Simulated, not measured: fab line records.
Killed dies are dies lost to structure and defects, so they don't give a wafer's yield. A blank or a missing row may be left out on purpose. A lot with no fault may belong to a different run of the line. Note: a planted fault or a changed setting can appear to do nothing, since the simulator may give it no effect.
fab line records	flow nand-harc
[record] lots = 13	wafers = 39	last-day = 33
route steps=1302 shown A_DECK1_JOINT@533 THIN_TSV@1269 END@1302
lots that met no fault: taken from a fault-free run of the same line
start-h: the number of hours between the record's first day and the start of the first shown wafer of the lot	wait-h: hours from the lot's prior step to this one	" same as the row above	L1.1+2: several wafers, shown together as one row	- value missing, or start not given	* or withheld: withheld	< > ~ a bound
route shown NAME@n: NAME is a module with steps in the file, n the number in the route of the first one	usual: the fault-free wafers' mean and standard deviation	same: alike in all rows	chamber/n: place in a boat	sites: readings site by site	_std_site: how widely they spread, as a standard deviation	_edge_site: the outer-site mean with the inner-site mean subtracted	radius-mm: for every site, how far away it sits from the centre of the wafer	mask NAME#n: copy n	behind: the most recent tool/chamber to have shaped the wafer	hold: the reason the lot was held/the length of the hold in hours/how it ended	device: names the non-switching transistor (n, p or np)	end of line: the same wafers' tests at the end of the route	a step given without rows: its recipe and nothing more	killed: dies that structure and defects cost at the first sort, which is not the same as the wafer's yield	map: dies across one wafer; x = killed, . = not, _ = none there
set.NAME: the setting as run; set.NAME@STEP: as run at that earlier step	model.NAME: the simulator's own value behind a step, which no gauge read
the route's steps for a sample of lots (tables are steps, rows are wafers)
services: the hour from which a tool's chamber was out of use, counted from the record's first day as start-h (under 0 if before that day), plus the number of hours and why
[[steps]]
[step NHARC_A_DECK1_JOINT_CVD_34]
[recipe] target-thk-a = 200	temp-c = 700	pressure-mtorr = 300	material = SiNx
[usual] spike-tc-upper-C = 699.8/1.4	zone-power-upper-pct = 12.4/1.3
lot.wafer	tool	chamber	start-h	wait-h	spike-tc-upper-C	zone-power-upper-pct
L684.1	lpcvd-02	0	242.97	-	700.4	12.6
L684.5	"	0	"	"	699.0	12.6
L684.6	"	0	"	"	699.0	12.4
L685.3	lpcvd-01	1	260.22	-	702.4	13.7
L685.4	"	1	"	"	700.3	13.9
L685.6	"	1	"	"	701.1	13.8
L687.3	lpcvd-02	1	283.39	-	702.7	10.2
L687.4	"	1	"	"	700.3	10.2
L687.6	"	1	"	"	701.6	10.0
L688.1	lpcvd-01	1	292.36	-	699.3	13.6
L688.2	"	1	"	"	699.6	13.5
L688.6	"	1	"	"	699.6	13.9
L689.2	lpcvd-01	0	297.00	-	697.6	12.7
L689.3	"	0	"	"	700.1	13.0
L689.6	"	0	"	"	698.3	12.7
L691.3	lpcvd-02	1	320.05	-	701.5	10.1
L691.5	"	1	"	"	700.8	9.9
L691.6	"	1	"	"	702.1	9.8
L692.3	lpcvd-01	1	343.44	-	702.4	13.6
L692.5	"	1	"	"	700.9	13.7
L692.6	"	1	"	"	701.0	13.8
L694.3	lpcvd-01	0	350.92	-	697.7	12.7
L694.5	"	0	"	"	699.3	12.6
L694.6	"	0	"	"	698.3	12.6
L695.1	lpcvd-01	0	360.08	-	699.7	12.7
L695.2	"	0	"	"	699.2	12.8
L695.6	"	0	"	"	698.3	12.9
L704.1	lpcvd-01	0	468.14	-	698.3	12.9
L704.2	"	0	"	"	700.5	12.7
L704.5	"	0	"	"	698.3	12.7
L705.4	lpcvd-02	0	480.33	-	694.8	12.3
L705.5	"	0	"	"	698.5	12.6
L705.6	"	0	"	"	698.8	12.6
L706.2	lpcvd-02	1	480.33	-	701.2	10.1
L706.3	"	1	"	"	700.4	10.0
L706.5	"	1	"	"	701.8	9.9
L707.3	lpcvd-02	1	480.33	-	700.4	10.2
L707.4	"	1	"	"	701.3	10.0
L707.5	"	1	"	"	701.9	10.2
[step NHARC_THIN_TSV_STRIP_62]
[recipe] power-w = 1500	temp-c = 250	time-s = 20	chemistry = N2/H2
[usual] drypump-motor-current-A = 5.9/0.42	heater-power-w = 355/53	temp-c = 249.98/0.15
lot.wafer	tool	chamber	start-h	wait-h	drypump-motor-current-A	heater-power-w	rf-hours-counter-h	temp-c
L684.1	plasma-asher-01	1	543.72	-	5.9	406	3	249.99
L684.6	"	1	"	"	5.9	416	-	249.91
L684.5	"	0	"	"	6.4	347	-	250.11
L685.3	plasma-asher-01	0	566.39	-	6.4	345	-	249.98
L685.4	"	1	"	"	5.9	420	-	249.65
L685.6	"	0	"	"	6.4	343	-	249.91
L687.3	plasma-asher-01	0	573.72	-	6.4	350	-	250.02
L687.4	"	1	"	"	5.9	424	-	249.94
L687.6	"	1	"	"	5.9	420	-	249.84
L688.1	plasma-asher-01	1	574.91	-	5.9	418	7	249.92
L688.2	"	0	"	"	6.4	349	7	250.01
L688.6	"	1	"	"	5.9	427	-	250.06
L689.2	plasma-asher-01	0	583.55	-	6.4	351	10	250.06
L689.3	"	0	"	"	6.4	354	-	249.92
L689.6	"	0	"	"	6.4	350	-	249.97
L691.3	plasma-asher-01	1	620.86	-	5.9	408	-	249.91
L691.5	"	1	"	"	5.9	426	-	250.06
L691.6	"	0	"	"	6.4	341	-	249.92
L692.3	plasma-asher-01	1	639.12	-	5.9	416	-	250.05
L692.6	"	0	"	"	6.4	350	-	249.87
L692.5	"	1	"	"	5.9	411	-	250.46
L694.3	plasma-asher-01	0	649.33	-	6.4	349	-	249.76
L694.6	"	1	"	"	5.9	417	-	250.00
L694.5	"	0	"	"	6.4	350	-	249.99
L695.1	plasma-asher-01	0	660.30	-	6.4	341	25	249.93
L695.2	"	1	"	"	6.0	421	25	250.19
L695.6	"	1	"	"	5.9	417	-	249.87
L704.1	plasma-asher-02	0	768.56	-	5.4	271	28	249.79
L704.2	"	1	"	"	5.4	321	28	249.79
L704.5	"	1	"	"	5.4	311	-	249.83
L706.2	plasma-asher-01	0	772.89	-	6.4	339	14	250.31
L706.3	"	0	"	"	6.4	351	-	249.83
L706.5	"	1	"	"	5.9	442	-	249.95
L707.3	plasma-asher-02	1	774.19	-	5.4	321	-	250.06
L707.4	"	0	"	"	5.4	276	-	249.87
L707.5	"	1	"	"	5.4	314	-	249.94
L705.4	plasma-asher-02	1	775.15	-	5.4	321	-	249.92
L705.5	"	1	"	"	5.4	314	-	250.08
L705.6	"	0	"	"	5.4	273	-	250.02
[step NHARC_THIN_TSV_CMP_21]
[recipe] t-overpolish-s = 30	target-thk-nm = 2000
[usual] motor-current-A = 11.7/1	overpolish-run-s = 30.000/0.0088
lot.wafer	tool	chamber	start-h	wait-h	motor-current-A	overpolish-run-s
L684.1	cmp-02	2	545.52	-	12.6	29.996
L684.5	"	3	"	"	11.6	30.004
L684.6	"	0	"	"	12.4	29.992
L685.4	cmp-04	3	568.04	-	12.1	29.992
L685.3	"	1	"	"	11.9	29.991
L685.6	"	3	"	"	12.4	29.998
L687.4	cmp-04	2	575.41	-	11.8	30.003
L687.3	"	0	"	"	11.5	30.018
L687.6	"	1	"	"	12.0	29.979
L688.2	cmp-02	1	576.63	-	10.1	29.981
L688.1	"	3	"	"	11.4	30.013
L688.6	"	2	"	"	12.3	30.004
L689.3	cmp-04	0	585.25	-	11.2	29.996
L689.2	"	2	"	"	11.8	30.011
L689.6	"	0	"	"	11.4	30.010
L691.3	cmp-01	1	622.56	-	10.3	29.997
L691.5	"	3	"	"	13.6	30.019
L691.6	"	0	"	"	11.0	30.003
L692.3	cmp-02	1	640.80	-	9.6	29.991
L692.5	"	1	"	"	9.6	30.002
L692.6	"	2	"	"	12.5	29.984
L694.3	cmp-04	1	651.03	-	12.0	30.009
L694.6	"	0	"	"	11.7	30.003
L694.5	"	1	"	"	11.8	30.005
L695.1	cmp-02	1	662.03	-	9.7	30.006
L695.2	"	3	"	"	12.0	30.004
L695.6	"	2	"	"	12.9	29.999
L704.1	cmp-04	3	770.41	-	11.6	30.004
L704.2	"	2	"	"	11.7	29.995
L704.5	"	0	"	"	11.5	29.990
L706.2	cmp-02	2	774.63	-	11.9	30.009
L706.3	"	3	"	"	11.5	29.991
L706.5	"	1	"	"	9.4	29.994
L707.4	cmp-01	2	776.18	-	12.5	30.009
L707.3	"	3	"	"	13.4	30.002
L707.5	"	1	"	"	10.6	30.003
L705.4	cmp-04	3	776.82	-	11.9	30.004
L705.5	"	3	"	"	12.2	30.002
L705.6	"	0	"	"	11.2	29.998
[step NHARC_THIN_TSV_STRIP_56]
[recipe] power-w = 1500	temp-c = 250	chemistry = O2
[usual] drypump-motor-current-A = 5.8/0.43	heater-power-w = 339/56	temp-c = 250.01/0.17
lot.wafer	tool	chamber	start-h	wait-h	drypump-motor-current-A	heater-power-w	rf-hours-counter-h	temp-c
L684.1	plasma-asher-02	0	547.73	0.1	5.4	272	17	250.20
L684.6	"	1	"	"	5.4	309	-	250.00
L684.5	"	0	"	"	5.4	256	-	249.97
L685.3	plasma-asher-01	1	570.28	0.2	5.9	411	-	249.98
L685.4	"	0	"	"	6.4	346	-	249.94
L685.6	"	1	"	"	5.9	409	-	249.89
L687.3	plasma-asher-01	1	577.60	0.2	5.9	427	-	249.59
L687.4	"	0	"	"	6.4	360	-	250.03
L687.6	"	1	"	"	5.9	420	-	250.09
L688.2	plasma-asher-02	1	578.92	0.1	5.4	318	24	250.12
L688.1	"	0	"	"	5.4	262	24	250.31
L688.6	"	0	"	"	5.4	258	-	250.12
L689.2	plasma-asher-01	1	587.57	0.1	5.9	420	11	250.26
L689.3	"	1	"	"	5.9	408	-	250.09
L689.6	"	0	"	"	6.4	350	-	250.11
L691.3	plasma-asher-02	0	624.79	0.2	5.5	265	-	250.14
L691.6	"	1	"	"	5.4	312	-	249.94
L691.5	"	0	"	"	5.5	254	-	250.06
L692.3	plasma-asher-01	1	643.15	0.2	5.9	428	-	250.06
L692.5	"	1	"	"	5.9	414	-	249.96
L692.6	"	0	"	"	6.4	339	-	249.90
L694.3	plasma-asher-01	0	653.21	0.2	6.4	343	-	250.00
L694.5	"	0	"	"	6.4	355	-	249.94
L694.6	"	1	"	"	5.9	422	-	249.85
L695.1	plasma-asher-01	0	664.17	0.1	6.4	351	27	250.02
L695.2	"	1	"	"	5.9	429	27	250.09
L695.6	"	0	"	"	6.4	348	-	249.94
L704.1	plasma-asher-02	1	772.68	0.2	5.4	322	29	250.26
L704.2	"	0	"	"	5.4	277	29	249.99
L704.5	"	1	"	"	5.4	317	-	250.14
L706.2	plasma-asher-02	0	776.89	0.1	5.4	269	30	249.87
L706.3	"	0	"	"	5.4	276	-	249.96
L706.5	"	1	"	"	5.4	316	-	250.05
L707.4	plasma-asher-02	1	778.35	0.2	5.4	316	-	249.75
L707.3	"	0	"	"	5.4	274	-	249.94
L707.5	"	1	"	"	5.4	315	-	249.67
L705.4	plasma-asher-01	1	779.15	0.2	5.9	429	-	250.08
L705.6	"	1	"	"	5.9	429	-	250.33
L705.5	"	0	"	"	6.4	345	-	249.80
[step NHARC_END_SORT_01]
[recipe] temp-c = 25
[usual] killed-at-array = 52/18	killed-at-other = 1.2/1.5	killed-at-periphery = 4/3.2	killed-dies = 57/17	killed-open = 3.1/1.9	killed-short = 2.5/1.7
[same] gross-dies = 677
lot.wafer	tool	chamber	start-h	wait-h	killed-at-array	killed-at-other	killed-at-periphery	killed-dies	killed-open	killed-short
L684.1	prober-02	0	554.74	2.4	48	3	1	52	1	8
L684.5	prober-02	0	557.94	3.7	45	5	0	50	2	2
L684.6	prober-02	0	558.74	4.0	34	5	1	40	3	6
L685.3	prober-02	0	580.23	3.1	41	0	1	42	3	1
L685.4	prober-02	0	581.03	3.4	49	0	4	53	0	5
L685.6	prober-02	0	582.61	4.0	39	0	3	42	6	4
L688.1	prober-01	0	586.29	2.5	68	1	0	69	4	0
L688.2	prober-01	0	587.08	2.8	67	2	3	72	3	1
L688.6	prober-01	0	590.24	4.0	67	1	4	72	5	3
L687.3	prober-02	0	587.99	3.1	48	0	6	54	1	3
L687.4	prober-02	0	588.78	3.4	40	1	1	42	4	3
L687.6	prober-02	0	590.35	3.9	53	0	1	54	2	7
L689.2	prober-01	0	596.74	2.8	47	0	2	49	5	0
L689.3	prober-01	0	597.55	3.1	58	0	1	59	0	0
L689.6	prober-01	0	599.98	4.0	38	0	4	42	2	6
L691.3	prober-02	0	634.81	3.1	58	1	1	60	0	0
L691.5	prober-02	0	636.43	3.7	59	1	4	64	4	7
L691.6	prober-02	0	637.24	4.0	58	1	9	68	5	1
L692.3	prober-01	0	656.85	3.1	45	0	5	50	2	0
L692.5	prober-01	0	658.46	3.7	33	1	5	39	1	4
L692.6	prober-01	0	659.26	4.0	39	0	9	48	3	4
L694.3	prober-02	0	665.14	3.1	109	1	3	113	2	0
L694.5	prober-02	0	666.72	3.7	100	1	3	104	2	4
L694.6	prober-02	0	667.51	3.9	103	0	2	105	2	1
L695.1	prober-01	0	672.62	2.5	119	0	0	119	0	2
L695.2	prober-01	0	673.44	2.8	109	0	5	114	3	5
L695.6	prober-01	0	676.70	4.1	102	0	3	105	4	4
L704.1	prober-02	0	781.51	2.5	62	1	5	68	1	3
L704.2	prober-02	0	782.32	2.8	67	2	5	74	2	4
L704.5	prober-02	0	784.75	3.7	75	2	4	81	4	1
L706.2	prober-01	0	786.13	2.8	21	5	5	31	2	3
L706.3	prober-01	0	786.95	3.1	21	5	1	27	4	1
L706.5	prober-01	0	788.58	3.8	17	4	9	30	2	3
L707.3	prober-02	0	790.96	3.1	53	1	3	57	3	4
L707.4	prober-02	0	791.76	3.4	40	1	1	42	3	1
L707.5	prober-02	0	792.55	3.7	51	2	2	55	2	1
L705.4	prober-01	0	795.52	3.4	75	5	1	81	1	3
L705.5	prober-01	0	796.31	3.6	58	0	3	61	2	3
L705.6	prober-01	0	797.10	3.9	60	2	8	70	6	1
// killed by level:class
L684.1 A_CHANNEL_HOLE_D1:chamber-film-flake=32 A_CHANNEL_HOLE_D2:chamber-film-flake=5 A_CHANNEL_FILL_D2:geometric-particle:short=3 A_SGD_CUT:geometric-particle:short=2 THIN_TSV:chamber-film-flake=2 A_ONON_D1:geometric-particle:short=1 A_CHANNEL_FILL_D1:geometric-particle:short=1 A_SGD_CUT:geometric-particle:open=1
L684.5 A_CHANNEL_HOLE_D1:chamber-film-flake=31 A_CHANNEL_HOLE_D2:chamber-film-flake=7 THIN_TSV:chamber-film-flake=5 A_CHANNEL_FILL_D1:geometric-particle:short=2 A_CHANNEL_HOLE_D2:geometric-particle:open=1 A_SGD_CUT:geometric-particle:open=1 A_CHANNEL_FILL_D1:chamber-film-flake=1 A_STAIRCASE:chamber-film-flake=1
L684.6 A_CHANNEL_HOLE_D1:chamber-film-flake=18 THIN_TSV:chamber-film-flake=5 A_CHANNEL_HOLE_D2:chamber-film-flake=5 A_CHANNEL_FILL_D2:geometric-particle:short=3 A_STAIRCASE:chamber-film-flake=2 P_GATE:geometric-particle:open=1 A_CHANNEL_FILL_D1:geometric-particle:short=1 A_DECK1_JOINT:geometric-particle:short=1
L685.3 A_SLIT:chamber-film-flake=18 A_CHANNEL_HOLE_D2:chamber-film-flake=8 A_CHANNEL_FILL_D2:chamber-film-flake=4 A_WL_FILL:chamber-film-flake=3 A_CONTACT:chamber-film-flake=3 A_CHANNEL_FILL_D1:geometric-particle:short=1 A_CHANNEL_FILL_D1:geometric-particle:open=1 A_SGD_CUT:geometric-particle:open=1
L685.4 A_SLIT:chamber-film-flake=24 A_CHANNEL_FILL_D2:chamber-film-flake=8 A_CHANNEL_HOLE_D2:chamber-film-flake=6 P_GATE:chamber-film-flake=3 A_WL_FILL:chamber-film-flake=3 A_CONTACT:chamber-film-flake=3 A_WL_FILL:geometric-particle:short=2 P_M0:geometric-particle:short=1
L685.6 A_SLIT:chamber-film-flake=21 A_CONTACT:chamber-film-flake=4 A_WL_FILL:chamber-film-flake=3 A_ONON_D1:geometric-particle:short=2 A_ONON_D2:geometric-particle:open=2 A_CHANNEL_HOLE_D2:chamber-film-flake=2 P_CONTACT:geometric-particle:open=1 P_CONTACT:geometric-particle:short=1
L688.1 A_SLIT:chamber-film-flake=31 A_CHANNEL_HOLE_D1:chamber-film-flake=23 A_CHANNEL_HOLE_D2:chamber-film-flake=6 A_STAIRCASE:chamber-film-flake=2 A_DECK1_JOINT:geometric-particle:open=1 A_ONON_D2:geometric-particle:open=1 A_CONTACT:geometric-particle:open=1 A_M1:geometric-particle:open=1
L688.2 A_CHANNEL_HOLE_D1:chamber-film-flake=37 A_SLIT:chamber-film-flake=15 A_CHANNEL_HOLE_D2:chamber-film-flake=8 A_ZERO_WELL:chamber-film-flake=2 P_M0:geometric-particle:open=1 A_WL_FILL:geometric-particle:open=1 A_WL_FILL:geometric-particle:short=1 STARTING-WAFER:geometric-particle:open=1
L687.3 A_CHANNEL_HOLE_D2:chamber-film-flake=33 P_GATE:chamber-film-flake=5 A_CONTACT:chamber-film-flake=4 A_ONON_D2:geometric-particle:short=2 A_STAIRCASE:chamber-film-flake=2 A_WL_FILL:geometric-particle:short=1 A_M0:geometric-particle:open=1 P_STI:chamber-film-flake=1
L687.4 A_CHANNEL_HOLE_D2:chamber-film-flake=20 A_CONTACT:chamber-film-flake=8 A_M0:geometric-particle:open=2 A_SLIT:chamber-film-flake=2 A_CHANNEL_HOLE_D1:geometric-particle:short=1 A_CHANNEL_FILL_D1:geometric-particle:short=1 A_DECK1_JOINT:geometric-particle:open=1 A_CHANNEL_FILL_D2:geometric-particle:short=1
L688.6 A_CHANNEL_HOLE_D1:chamber-film-flake=24 A_SLIT:chamber-film-flake=20 A_CHANNEL_HOLE_D2:chamber-film-flake=7 A_CONTACT:chamber-film-flake=4 A_STAIRCASE:chamber-film-flake=3 A_ONON_D2:geometric-particle:short=2 P_M0:chamber-film-flake=2 P_M0:geometric-particle:open=1
L687.6 A_CHANNEL_HOLE_D2:chamber-film-flake=28 A_STAIRCASE:chamber-film-flake=6 A_WL_FILL:geometric-particle:short=4 A_CHANNEL_HOLE_D1:chamber-film-flake=3 A_DECK1_JOINT:chamber-film-flake=2 A_CONTACT:unspecified=2 A_WL_FILL:chamber-film-flake=2 A_CHANNEL_HOLE_D1:geometric-particle:short=1
L689.2 A_CHANNEL_HOLE_D1:chamber-film-flake=20 A_CHANNEL_HOLE_D2:chamber-film-flake=16 A_CONTACT:chamber-film-flake=4 A_ONON_D1:geometric-particle:open=1 A_CHANNEL_FILL_D2:geometric-particle:open=1 A_WL_FILL:geometric-particle:open=1 A_CONTACT:geometric-particle:open=1 A_M0:geometric-particle:open=1
L689.3 A_CHANNEL_HOLE_D2:chamber-film-flake=36 A_CHANNEL_HOLE_D1:chamber-film-flake=15 A_ZERO_WELL:chamber-film-flake=3 P_CONTACT:chamber-film-flake=1 A_SLIT:chamber-film-flake=1 A_CHANNEL_FILL_D1:chamber-film-flake=1 A_STAIRCASE:chamber-film-flake=1 A_CONTACT:chamber-film-flake=1
L689.6 A_CHANNEL_HOLE_D2:chamber-film-flake=14 A_CHANNEL_HOLE_D1:chamber-film-flake=13 A_CHANNEL_FILL_D1:geometric-particle:short=2 A_STAIRCASE:chamber-film-flake=2 A_CONTACT:chamber-film-flake=2 P_CONTACT:geometric-particle:short=1 P_M0:geometric-particle:open=1 P_M1:geometric-particle:short=1
L691.3 A_SLIT:chamber-film-flake=31 A_CHANNEL_HOLE_D2:chamber-film-flake=8 A_M0:chamber-film-flake=5 A_STAIRCASE:chamber-film-flake=4 A_CHANNEL_HOLE_D1:chamber-film-flake=3 A_WL_FILL:chamber-film-flake=3 A_CONTACT:chamber-film-flake=2 P_M1:chamber-film-flake=1
L691.5 A_SLIT:chamber-film-flake=27 A_CHANNEL_HOLE_D2:chamber-film-flake=8 A_CONTACT:chamber-film-flake=4 A_STAIRCASE:chamber-film-flake=4 A_WL_FILL:chamber-film-flake=3 A_ONON_D2:geometric-particle:short=2 A_M0:geometric-particle:short=2 P_ZERO_WELL:chamber-film-flake=2
L691.6 A_SLIT:chamber-film-flake=26 A_CHANNEL_HOLE_D2:chamber-film-flake=12 A_CONTACT:chamber-film-flake=5 A_M0:chamber-film-flake=4 P_M1:chamber-film-flake=4 A_WL_FILL:chamber-film-flake=4 A_STAIRCASE:chamber-film-flake=3 P_CONTACT:geometric-particle:open=2
L692.3 A_CHANNEL_HOLE_D2:chamber-film-flake=16 A_STAIRCASE:chamber-film-flake=10 A_CHANNEL_HOLE_D1:chamber-film-flake=6 A_CONTACT:chamber-film-flake=5 P_CONTACT:chamber-film-flake=4 A_DECK1_JOINT:chamber-film-flake=3 A_SLIT:chamber-film-flake=2 A_ONON_D1:geometric-particle:open=1
L692.5 A_CHANNEL_HOLE_D2:chamber-film-flake=11 A_STAIRCASE:chamber-film-flake=8 A_CHANNEL_HOLE_D1:chamber-film-flake=4 P_CONTACT:chamber-film-flake=3 A_SLIT:chamber-film-flake=3 P_ZERO_WELL:chamber-film-flake=2 A_SOURCE_PLATE:geometric-particle:open=1 A_WL_FILL:geometric-particle:short=1
L692.6 A_CHANNEL_HOLE_D2:chamber-film-flake=17 A_STAIRCASE:chamber-film-flake=8 P_CONTACT:chamber-film-flake=5 A_CHANNEL_HOLE_D1:chamber-film-flake=5 A_CONTACT:chamber-film-flake=3 P_STI:geometric-particle:short=2 P_CONTACT:geometric-particle:open=1 A_DECK1_JOINT:geometric-particle:short=1
L694.3 A_DECK1_JOINT:unspecified=78 A_CHANNEL_HOLE_D1:chamber-film-flake=19 A_CONTACT:chamber-film-flake=7 P_ZERO_WELL:chamber-film-flake=2 A_CHANNEL_HOLE_D2:chamber-film-flake=2 A_CONTACT:geometric-particle:open=1 A_M0:geometric-particle:open=1 P_CONTACT:chamber-film-flake=1
L694.5 A_DECK1_JOINT:unspecified=74 A_CONTACT:chamber-film-flake=11 A_CHANNEL_HOLE_D1:chamber-film-flake=4 A_WL_FILL:geometric-particle:short=2 P_ZERO_WELL:chamber-film-flake=2 A_CHANNEL_FILL_D1:chamber-film-flake=2 A_STAIRCASE:chamber-film-flake=2 P_M0:geometric-particle:open=1
L694.6 A_DECK1_JOINT:unspecified=73 A_CHANNEL_HOLE_D1:chamber-film-flake=15 A_CONTACT:chamber-film-flake=7 A_CHANNEL_HOLE_D2:chamber-film-flake=4 P_ZERO_WELL:chamber-film-flake=2 A_ONON_D1:geometric-particle:short=1 A_CHANNEL_HOLE_D2:geometric-particle:open=1 A_BLC:geometric-particle:open=1
L695.1 A_DECK1_JOINT:unspecified=79 A_CHANNEL_HOLE_D2:chamber-film-flake=13 A_CONTACT:chamber-film-flake=8 A_CHANNEL_HOLE_D1:chamber-film-flake=5 A_WL_FILL:chamber-film-flake=5 A_STAIRCASE:chamber-film-flake=3 A_SLIT:chamber-film-flake=2 A_ONON_D1:geometric-particle:short=1
L695.2 A_DECK1_JOINT:unspecified=76 A_CHANNEL_HOLE_D2:chamber-film-flake=12 A_CHANNEL_HOLE_D1:chamber-film-flake=5 P_M2:chamber-film-flake=3 A_STAIRCASE:chamber-film-flake=3 A_DECK1_JOINT:geometric-particle:short=2 A_WL_FILL:geometric-particle:open=2 A_WL_FILL:chamber-film-flake=2
L695.6 A_DECK1_JOINT:unspecified=71 A_CHANNEL_HOLE_D2:chamber-film-flake=11 A_CHANNEL_HOLE_D1:chamber-film-flake=4 A_CONTACT:chamber-film-flake=3 P_GATE:chamber-film-flake=2 A_STAIRCASE:chamber-film-flake=2 A_ONON_D1:geometric-particle:short=1 A_ONON_D2:geometric-particle:short=1
L704.1 A_SLIT:chamber-film-flake=27 A_CHANNEL_HOLE_D2:chamber-film-flake=24 P_GATE:chamber-film-flake=5 A_ONON_D1:geometric-particle:short=2 A_STAIRCASE:chamber-film-flake=2 A_CONTACT:chamber-film-flake=2 A_BLC:chamber-film-flake=2 A_SOURCE_PLATE:geometric-particle:short=1
L704.2 A_SLIT:chamber-film-flake=27 A_CHANNEL_HOLE_D2:chamber-film-flake=22 A_CONTACT:chamber-film-flake=7 P_GATE:chamber-film-flake=3 A_DECK1_JOINT:geometric-particle:short=2 A_BLC:geometric-particle:open=2 P_STI:chamber-film-flake=2 A_BLC:chamber-film-flake=2
L704.5 A_SLIT:chamber-film-flake=39 A_CHANNEL_HOLE_D2:chamber-film-flake=20 A_CONTACT:chamber-film-flake=4 P_GATE:chamber-film-flake=3 A_ZERO_WELL:chamber-film-flake=2 A_CHANNEL_HOLE_D1:chamber-film-flake=2 A_STAIRCASE:chamber-film-flake=2 THIN_TSV:chamber-film-flake=2
L706.2 A_SLIT:chamber-film-flake=8 THIN_TSV:chamber-film-flake=5 A_STAIRCASE:chamber-film-flake=4 P_M1:chamber-film-flake=3 A_CHANNEL_FILL_D1:geometric-particle:short=2 A_CONTACT:chamber-film-flake=2 A_CHANNEL_FILL_D1:geometric-particle:open=1 A_DECK1_JOINT:geometric-particle:short=1
L706.3 A_SLIT:chamber-film-flake=9 A_STAIRCASE:chamber-film-flake=7 THIN_TSV:chamber-film-flake=4 A_ONON_D1:geometric-particle:open=1 A_CHANNEL_FILL_D1:geometric-particle:open=1 A_DECK1_JOINT:geometric-particle:open=1 A_WL_FILL:geometric-particle:short=1 STARTING-WAFER:geometric-particle:open=1
L706.5 A_SLIT:chamber-film-flake=7 A_CONTACT:chamber-film-flake=4 P_ZERO_WELL:chamber-film-flake=3 P_M1:chamber-film-flake=3 A_STAIRCASE:chamber-film-flake=3 THIN_TSV:chamber-film-flake=3 P_CONTACT:geometric-particle:open=1 A_SOURCE_PLATE:geometric-particle:short=1
L707.3 A_SLIT:chamber-film-flake=38 A_CHANNEL_HOLE_D1:chamber-film-flake=6 A_CONTACT:chamber-film-flake=3 A_CHANNEL_HOLE_D2:geometric-particle:short=2 P_GATE:geometric-particle:open=1 P_CONTACT:geometric-particle:short=1 A_CHANNEL_FILL_D1:geometric-particle:open=1 A_CHANNEL_FILL_D2:geometric-particle:open=1
L707.4 A_SLIT:chamber-film-flake=21 A_CHANNEL_HOLE_D1:chamber-film-flake=11 A_STAIRCASE:chamber-film-flake=2 A_CONTACT:chamber-film-flake=2 A_CHANNEL_HOLE_D2:geometric-particle:short=1 A_CHANNEL_FILL_D2:geometric-particle:open=1 A_SGD_CUT:geometric-particle:open=1 A_M0:geometric-particle:open=1
L707.5 A_SLIT:chamber-film-flake=25 A_CHANNEL_HOLE_D1:chamber-film-flake=13 A_CONTACT:chamber-film-flake=6 A_STAIRCASE:chamber-film-flake=3 A_M0:geometric-particle:open=2 P_ZERO_WELL:chamber-film-flake=2 THIN_TSV:chamber-film-flake=2 A_BLC:geometric-particle:short=1
L705.4 A_CHANNEL_HOLE_D2:chamber-film-flake=35 A_SLIT:chamber-film-flake=15 A_CHANNEL_HOLE_D1:chamber-film-flake=13 THIN_TSV:chamber-film-flake=5 A_CONTACT:chamber-film-flake=4 A_ZERO_WELL:chamber-film-flake=2 A_ONON_D1:geometric-particle:short=1 A_CHANNEL_FILL_D1:geometric-particle:open=1
L705.5 A_CHANNEL_HOLE_D2:chamber-film-flake=28 A_CHANNEL_HOLE_D1:chamber-film-flake=12 A_CONTACT:chamber-film-flake=7 P_ZERO_WELL:chamber-film-flake=2 A_SLIT:chamber-film-flake=2 A_WL_FILL:chamber-film-flake=2 P_M1:geometric-particle:short=1 A_ONON_D1:geometric-particle:short=1
L705.6 A_CHANNEL_HOLE_D2:chamber-film-flake=28 A_CHANNEL_HOLE_D1:chamber-film-flake=12 A_SLIT:chamber-film-flake=10 P_ZERO_WELL:chamber-film-flake=5 A_CONTACT:chamber-film-flake=3 P_GATE:geometric-particle:open=2 A_ONON_D1:geometric-particle:open=2 THIN_TSV:chamber-film-flake=2
[[services]]
tool	chamber	start-h	hours	kind
lpcvd-01	-	268.50	1.1	repair
plasma-asher-02	-	284.71	9.0	pm
cmp-04	-	290.81	1.7	repair
cmp-04	-	307.60	4.0	pm
cmp-04	-	355.32	3.1	repair
lpcvd-02	-	386.00	26.0	pm
cmp-04	-	405.60	4.0	pm
cmp-04	-	423.78	2.1	repair
lpcvd-02	-	450.08	1.0	repair
cmp-04	-	450.57	0.8	repair
plasma-asher-02	-	461.71	9.0	pm
cmp-04	-	489.56	1.0	repair
cmp-04	-	503.60	4.0	pm
cmp-04	-	518.14	4.0	repair
plasma-asher-01	-	519.89	9.0	pm
plasma-asher-02	-	536.47	2.6	repair
cmp-04	-	569.36	2.3	repair
cmp-04	-	594.63	3.8	repair
cmp-04	-	601.60	4.0	pm
plasma-asher-02	-	638.71	9.0	pm
cmp-04	-	665.45	1.8	repair
plasma-asher-01	-	696.89	9.0	pm
plasma-asher-02	-	764.74	0.6	repair
plasma-asher-01	-	773.01	5.7	repair
[[key]]
[first-sign] step = NHARC_END_SORT_01	reading = killed-dies	direction = up	sigmas = 3.1	usual = 57	struck = 110
[effect] step = NHARC_END_SORT_01	reading = killed-at-array	direction = up	sigmas = 3.1	usual = 52	struck = 107
[more-kills-born-at] NHARC_A_DECK1_JOINT_CVD_34@lpcvd-01 = 451
met-at NHARC_A_DECK1_JOINT_CVD_34
struck-lots L694,L695
struck-wafers L694.3,L694.5,L694.6,L695.1,L695.2,L695.6
tester-left-out L694,L695
not-acting-at NHARC_THIN_TSV_STRIP_62,NHARC_THIN_TSV_CMP_21,NHARC_THIN_TSV_STRIP_56
onset-between 297.00 350.92
[fault] kind = chamber-particle-source	tool = lpcvd-01	chamber = 0	onset-h = 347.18	steps = NHARC_A_DECK1_JOINT_CVD_34	rate-per-visit-cm2 = 0.98043	end-h = 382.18
// tester-left-out: of these lots the tester's yield and bins aren't shown, on N5 and GAA mostly nor the transistor test; their killed dies are dies lost to structure and defects alone, not to doping, threshold or leakage, so they don't give the yield
